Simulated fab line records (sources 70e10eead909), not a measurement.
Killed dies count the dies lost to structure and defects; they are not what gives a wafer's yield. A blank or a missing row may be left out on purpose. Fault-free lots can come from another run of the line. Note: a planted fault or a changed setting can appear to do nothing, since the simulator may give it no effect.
Chamber matching	flow nand harc	NHARC_A_STAIRCASE_DESCUM_252 on rie diel-05 has 4 sister chambers
The step chemistry O2, time 3 s. 4 wafers are shown with their chamber, then 12 later ones without.

WAFERS PAIRED WITH THEIR CHAMBERS
wafer	chamber	showerhead plenum p Torr (Torr)
L088.6	1	1.79
L088.1	3	1.84
L088.3	2	2.01
L088.4	0	1.94

WAFERS WITH NO CHAMBER GIVEN
wafer	showerhead plenum p Torr (Torr)
L092.1	1.94
L092.2	1.79
L092.4	1.83
L095.1	1.79
L095.2	1.94
L095.5	2.01
L096.1	1.83
L096.3	1.94
L096.6	1.83
L097.1	2.00
L097.2	1.94
L097.4	1.83

CHAMBER TAKEN BY EACH
wafer	from the rows above	in truth
L092.1	0	0
L092.2	1	1
L092.4	3	3
L095.1	1	1
L095.2	0	0
L095.5	2	2
L096.1	3	3
L096.3	0	0
L096.6	3	3
L097.1	2	2
L097.2	0	0
L097.4	3	3
12 of 12 placed correctly. Number that these rows cannot place: 0. Number placed wrongly: 0.
How it was worked out, from the rows above alone: a wafer's distance from a chamber is the root of the sum, over the readings, of the square of ((its reading less the chamber's mean) divided by the reading's scatter). If the next closest chamber is less than 2 further off than the closest, the wafer can't be placed; otherwise it belongs to the closest. The mean given for a chamber averages the wafers shown for that chamber. The scatter: with one shown wafer a chamber, the root of the mean of the squares of how far each hidden wafer lies from its nearest shown one.
